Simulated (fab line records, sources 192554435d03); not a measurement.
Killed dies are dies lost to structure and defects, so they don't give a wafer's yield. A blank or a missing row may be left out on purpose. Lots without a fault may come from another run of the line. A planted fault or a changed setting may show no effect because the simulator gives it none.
Which tool did it? | flow n5_finfet | 24 lots, 72 wafers sampled, at 6 steps of a route of 1938

WHAT THE GAUGES READ, wafer by wafer
N5_BEOL_M2_THK_MEAS_53: measures by xrf.
lot  | measured     | on            | M2_THK (nm)
L075 | day 7 01:02  | film_metro-02 | 39.9 41.4 39.9
L074 | day 7 05:19  | film_metro-01 | 37.2 37.3 40.2
L076 | day 7 13:45  | film_metro-01 | 40.6 41.7 41.9
L077 | day 7 15:56  | film_metro-02 | 41.1 41.3 39.8
L078 | day 8 02:54  | film_metro-01 | 42.4 44.3 40.5
L079 | day 8 07:19  | film_metro-02 | 43.5 40.7 41.9
L080 | day 9 07:14  | film_metro-02 | 38.9 38.4 38.7
L081 | day 9 15:32  | film_metro-01 | 41.3 39.4 42.1
L082 | day 9 15:50  | film_metro-02 | 44.6 40.1 43.4
L084 | day 9 18:56  | film_metro-02 | 43.5 38.0 38.2
L085 | day 10 00:32 | film_metro-02 | 42.1 42.3 40.3
L083 | day 10 02:42 | film_metro-02 | 39.1 39.5 39.7
L086 | day 10 05:59 | film_metro-02 | 40.6 39.1 41.7
L087 | day 10 06:14 | film_metro-02 | 40.9 44.2 40.8
L088 | day 10 14:58 | film_metro-01 | 38.4 37.7 37.5
L089 | day 10 16:16 | film_metro-01 | 39.7 39.9 39.2
L090 | day 10 16:43 | film_metro-01 | 41.9 41.3 42.0
L091 | day 10 23:49 | film_metro-01 | 39.8 36.5 38.0
L092 | day 11 18:55 | film_metro-01 | 38.6 42.0 41.5
L093 | day 12 00:14 | film_metro-01 | 42.5 39.2 39.8
L094 | day 12 03:12 | film_metro-01 | 39.7 38.8 37.3
L095 | day 12 21:03 | film_metro-01 | 40.1 39.5 42.4
L096 | day 12 23:55 | film_metro-02 | 40.7 40.7 42.1
L097 | day 13 12:14 | film_metro-02 | 39.0 40.6 42.0

N5_BEOL_M2_INSPECT_59: inspects for defects (darkfield).
lot  | measured     | on                | raw_defect_count
L075 | day 7 01:20  | defect_inspect-01 | 65 75 100
L074 | day 7 05:36  | defect_inspect-02 | 94 53 46
L076 | day 7 14:02  | defect_inspect-02 | 54 65 83
L077 | day 7 16:16  | defect_inspect-02 | 58 44 54
L078 | day 8 03:11  | defect_inspect-02 | 73 71 70
L079 | day 8 07:35  | defect_inspect-02 | 55 59 80
L080 | day 9 07:31  | defect_inspect-02 | 85 62 45
L081 | day 9 15:50  | defect_inspect-02 | 82 80 81
L082 | day 9 16:07  | defect_inspect-02 | 77 84 89
L084 | day 9 19:13  | defect_inspect-01 | 62 61 51
L085 | day 10 00:50 | defect_inspect-01 | 119 79 92
L083 | day 10 02:59 | defect_inspect-01 | 94 55 54
L086 | day 10 06:16 | defect_inspect-02 | 34 64 60
L087 | day 10 06:32 | defect_inspect-01 | 39 31 44
L088 | day 10 15:16 | defect_inspect-02 | 88 103 85
L089 | day 10 16:33 | defect_inspect-01 | 58 76 55
L090 | day 10 17:00 | defect_inspect-01 | 68 46 73
L091 | day 11 00:06 | defect_inspect-02 | 62 64 77
L092 | day 11 19:13 | defect_inspect-02 | 52 83 48
L093 | day 12 00:31 | defect_inspect-01 | 40 71 47
L094 | day 12 03:29 | defect_inspect-02 | 74 51 56
L095 | day 12 21:20 | defect_inspect-02 | 46 49 84
L096 | day 13 00:25 | defect_inspect-02 | 104 112 72
L097 | day 13 12:36 | defect_inspect-02 | 55 65 87

WHICH TOOL RAN EACH LOT (tool, then ch and the chambers of the sampled wafers, then the start)
lot  | N5_BEOL_M2_ANNEAL_91         | N5_BEOL_M2_SPUTTER_92        | N5_BEOL_M2_ANNEAL_93         | N5_BEOL_M2_SPUTTER_94
L075 | pvd_sputter-03, day 6 23:40  | pvd_sputter-03, day 6 23:49  | pvd_sputter-03, day 6 23:53  | pvd_sputter-03, day 7 00:02
L074 | pvd_sputter-01, day 7 03:39  | pvd_sputter-01, day 7 03:47  | pvd_sputter-01, day 7 03:52  | pvd_sputter-01, day 7 04:01
L076 | pvd_sputter-03, day 7 12:21  | pvd_sputter-03, day 7 12:29  | pvd_sputter-03, day 7 12:34  | pvd_sputter-03, day 7 12:43
L077 | pvd_sputter-03, day 7 14:34  | pvd_sputter-03, day 7 14:43  | pvd_sputter-03, day 7 14:47  | pvd_sputter-03, day 7 14:56
L078 | pvd_sputter-02, day 8 01:31  | pvd_sputter-02, day 8 01:40  | pvd_sputter-02, day 8 01:44  | pvd_sputter-02, day 8 01:53
L079 | pvd_sputter-02, day 8 05:56  | pvd_sputter-02, day 8 06:05  | pvd_sputter-02, day 8 06:10  | pvd_sputter-02, day 8 06:18
L080 | pvd_sputter-01, day 9 05:52  | pvd_sputter-01, day 9 06:01  | pvd_sputter-01, day 9 06:05  | pvd_sputter-01, day 9 06:14
L081 | pvd_sputter-03, day 9 13:41  | pvd_sputter-03, day 9 13:50  | pvd_sputter-03, day 9 13:55  | pvd_sputter-03, day 9 14:03
L082 | pvd_sputter-02, day 9 13:44  | pvd_sputter-02, day 9 13:52  | pvd_sputter-02, day 9 13:57  | pvd_sputter-02, day 9 14:05
L084 | pvd_sputter-02, day 9 17:25  | pvd_sputter-02, day 9 17:33  | pvd_sputter-02, day 9 17:38  | pvd_sputter-02, day 9 17:46
L085 | pvd_sputter-02, day 9 22:43  | pvd_sputter-02, day 9 22:52  | pvd_sputter-02, day 9 22:56  | pvd_sputter-02, day 9 23:05
L083 | pvd_sputter-01, day 9 23:36  | pvd_sputter-01, day 9 23:44  | pvd_sputter-01, day 9 23:49  | pvd_sputter-01, day 9 23:58
L086 | pvd_sputter-01, day 10 02:58 | pvd_sputter-01, day 10 03:06 | pvd_sputter-01, day 10 03:11 | pvd_sputter-01, day 10 03:19
L087 | pvd_sputter-02, day 10 02:59 | pvd_sputter-02, day 10 03:07 | pvd_sputter-02, day 10 03:12 | pvd_sputter-02, day 10 03:20
L088 | pvd_sputter-02, day 10 13:36 | pvd_sputter-02, day 10 13:44 | pvd_sputter-02, day 10 13:49 | pvd_sputter-02, day 10 13:58
L089 | pvd_sputter-01, day 10 14:42 | pvd_sputter-01, day 10 14:50 | pvd_sputter-01, day 10 14:55 | pvd_sputter-01, day 10 15:04
L090 | pvd_sputter-03, day 10 15:02 | pvd_sputter-03, day 10 15:10 | pvd_sputter-03, day 10 15:15 | pvd_sputter-03, day 10 15:23
L091 | pvd_sputter-02, day 10 22:27 | pvd_sputter-02, day 10 22:35 | pvd_sputter-02, day 10 22:40 | pvd_sputter-02, day 10 22:49
L092 | pvd_sputter-03, day 11 17:04 | pvd_sputter-03, day 11 17:12 | pvd_sputter-03, day 11 17:17 | pvd_sputter-03, day 11 17:25
L093 | pvd_sputter-03, day 11 19:31 | pvd_sputter-03, day 11 19:39 | pvd_sputter-03, day 11 19:44 | pvd_sputter-03, day 11 19:52
L094 | pvd_sputter-02, day 11 22:40 | pvd_sputter-02, day 11 22:49 | pvd_sputter-02, day 11 22:53 | pvd_sputter-02, day 11 23:02
L095 | pvd_sputter-01, day 12 19:38 | pvd_sputter-01, day 12 19:47 | pvd_sputter-01, day 12 19:52 | pvd_sputter-01, day 12 20:00
L096 | pvd_sputter-02, day 12 22:06 | pvd_sputter-02, day 12 22:14 | pvd_sputter-02, day 12 22:19 | pvd_sputter-02, day 12 22:28
L097 | pvd_sputter-03, day 13 10:52 | pvd_sputter-03, day 13 11:01 | pvd_sputter-03, day 13 11:05 | pvd_sputter-03, day 13 11:14
- N5_BEOL_M2_ANNEAL_91: time 240 s.
- N5_BEOL_M2_SPUTTER_92: material Cu, target thk 4.5 nm, time 8.29 s.
- N5_BEOL_M2_ANNEAL_93: time 240 s.
- N5_BEOL_M2_SPUTTER_94: material Cu, target thk 4.5 nm, time 8.29 s.

WHAT THE TOOLS THEMSELVES READ (means of the sampled wafers that have a number; where no wafer has one, the mark that the record gives instead)
N5_BEOL_M2_ANNEAL_91.
lot  | tool           | heater_power_w (W)
L075 | pvd_sputter-03 | 848
L074 | pvd_sputter-01 | 731
L076 | pvd_sputter-03 | 829
L077 | pvd_sputter-03 | 836
L078 | pvd_sputter-02 | 810
L079 | pvd_sputter-02 | 804
L080 | pvd_sputter-01 | 784
L081 | pvd_sputter-03 | 813
L082 | pvd_sputter-02 | 783
L084 | pvd_sputter-02 | 839
L085 | pvd_sputter-02 | 822
L083 | pvd_sputter-01 | 764
L086 | pvd_sputter-01 | 801
L087 | pvd_sputter-02 | 835
L088 | pvd_sputter-02 | 802
L089 | pvd_sputter-01 | 755
L090 | pvd_sputter-03 | 822
L091 | pvd_sputter-02 | 801
L092 | pvd_sputter-03 | 809
L093 | pvd_sputter-03 | 845
L094 | pvd_sputter-02 | 820
L095 | pvd_sputter-01 | 737
L096 | pvd_sputter-02 | 828
L097 | pvd_sputter-03 | 842

N5_BEOL_M2_SPUTTER_92.
lot  | tool           | chuck_gas_flow_sccm (sccm) | throttle_valve_pct (%)
L075 | pvd_sputter-03 | 1.23                       | 30.0
L074 | pvd_sputter-01 | 1.29                       | 30.4
L076 | pvd_sputter-03 | 1.23                       | 29.9
L077 | pvd_sputter-03 | 1.28                       | 29.9
L078 | pvd_sputter-02 | 1.21                       | 31.0
L079 | pvd_sputter-02 | 1.24                       | 31.2
L080 | pvd_sputter-01 | 1.26                       | 29.1
L081 | pvd_sputter-03 | 1.23                       | 29.6
L082 | pvd_sputter-02 | 1.26                       | 30.4
L084 | pvd_sputter-02 | 1.28                       | 30.6
L085 | pvd_sputter-02 | 1.27                       | 30.9
L083 | pvd_sputter-01 | 1.32                       | 30.2
L086 | pvd_sputter-01 | 1.23                       | 30.3
L087 | pvd_sputter-02 | 1.30                       | 30.1
L088 | pvd_sputter-02 | 1.25                       | 30.8
L089 | pvd_sputter-01 | 1.25                       | 29.6
L090 | pvd_sputter-03 | 1.24                       | 29.7
L091 | pvd_sputter-02 | 1.21                       | 30.8
L092 | pvd_sputter-03 | 1.26                       | 29.8
L093 | pvd_sputter-03 | 1.21                       | 29.9
L094 | pvd_sputter-02 | 1.23                       | 30.3
L095 | pvd_sputter-01 | 1.26                       | 28.8
L096 | pvd_sputter-02 | 1.29                       | 30.5
L097 | pvd_sputter-03 | 1.26                       | 29.8

N5_BEOL_M2_ANNEAL_93.
lot  | tool           | heater_power_w (W)
L075 | pvd_sputter-03 | 843
L074 | pvd_sputter-01 | 757
L076 | pvd_sputter-03 | 835
L077 | pvd_sputter-03 | 845
L078 | pvd_sputter-02 | 802
L079 | pvd_sputter-02 | 807
L080 | pvd_sputter-01 | 778
L081 | pvd_sputter-03 | 818
L082 | pvd_sputter-02 | 800
L084 | pvd_sputter-02 | 824
L085 | pvd_sputter-02 | 833
L083 | pvd_sputter-01 | 757
L086 | pvd_sputter-01 | 785
L087 | pvd_sputter-02 | 833
L088 | pvd_sputter-02 | 795
L089 | pvd_sputter-01 | 763
L090 | pvd_sputter-03 | 807
L091 | pvd_sputter-02 | 811
L092 | pvd_sputter-03 | 817
L093 | pvd_sputter-03 | 837
L094 | pvd_sputter-02 | 826
L095 | pvd_sputter-01 | 714
L096 | pvd_sputter-02 | 818
L097 | pvd_sputter-03 | 829

N5_BEOL_M2_SPUTTER_94.
lot  | tool           | chuck_gas_flow_sccm (sccm) | throttle_valve_pct (%)
L075 | pvd_sputter-03 | 1.24                       | 30.1
L074 | pvd_sputter-01 | 1.24                       | 30.1
L076 | pvd_sputter-03 | 1.26                       | 29.8
L077 | pvd_sputter-03 | 1.29                       | 30.0
L078 | pvd_sputter-02 | 1.23                       | 31.1
L079 | pvd_sputter-02 | 1.28                       | 31.0
L080 | pvd_sputter-01 | 1.27                       | 29.1
L081 | pvd_sputter-03 | 1.30                       | 29.4
L082 | pvd_sputter-02 | 1.26                       | 30.2
L084 | pvd_sputter-02 | 1.24                       | 30.8
L085 | pvd_sputter-02 | 1.26                       | 30.8
L083 | pvd_sputter-01 | 1.26                       | 30.1
L086 | pvd_sputter-01 | 1.29                       | 30.4
L087 | pvd_sputter-02 | 1.28                       | 30.0
L088 | pvd_sputter-02 | 1.23                       | 30.8
L089 | pvd_sputter-01 | 1.30                       | 29.8
L090 | pvd_sputter-03 | 1.29                       | 29.9
L091 | pvd_sputter-02 | 1.24                       | 30.7
L092 | pvd_sputter-03 | 1.26                       | 29.9
L093 | pvd_sputter-03 | 1.26                       | 30.0
L094 | pvd_sputter-02 | 1.30                       | 30.4
L095 | pvd_sputter-01 | 1.26                       | 28.7
L096 | pvd_sputter-02 | 1.23                       | 30.4
L097 | pvd_sputter-03 | 1.26                       | 29.6

THE ANSWER, worked out from the rows above alone
Rule: what is usual is taken from the lots themselves. Put in order of their means at a reading, lots are off if they are a third of the lots or fewer, leave a main group of 4 or more, and stand apart from it by a gap of 3 or more times the standard deviation of the main group's means; of several such gaps the widest counts. A main group whose means are all the same, to the digits that the tables above print for the reading, isn't used. A lot without any number at a reading at which 4 lots or more have one is off too. The other lots that the step has rows for count as sound. The gauges are gone through in route order, then the tools' own readings, and for those a lot's mean is taken as printed above. The first step at which some lot is off is used, and at that step the reading that is off furthest; a lot without a number counts as furthest.
No lot is off at any reading shown: from this, nothing can be told.

WHAT THE SIMULATOR HAD PUT IN
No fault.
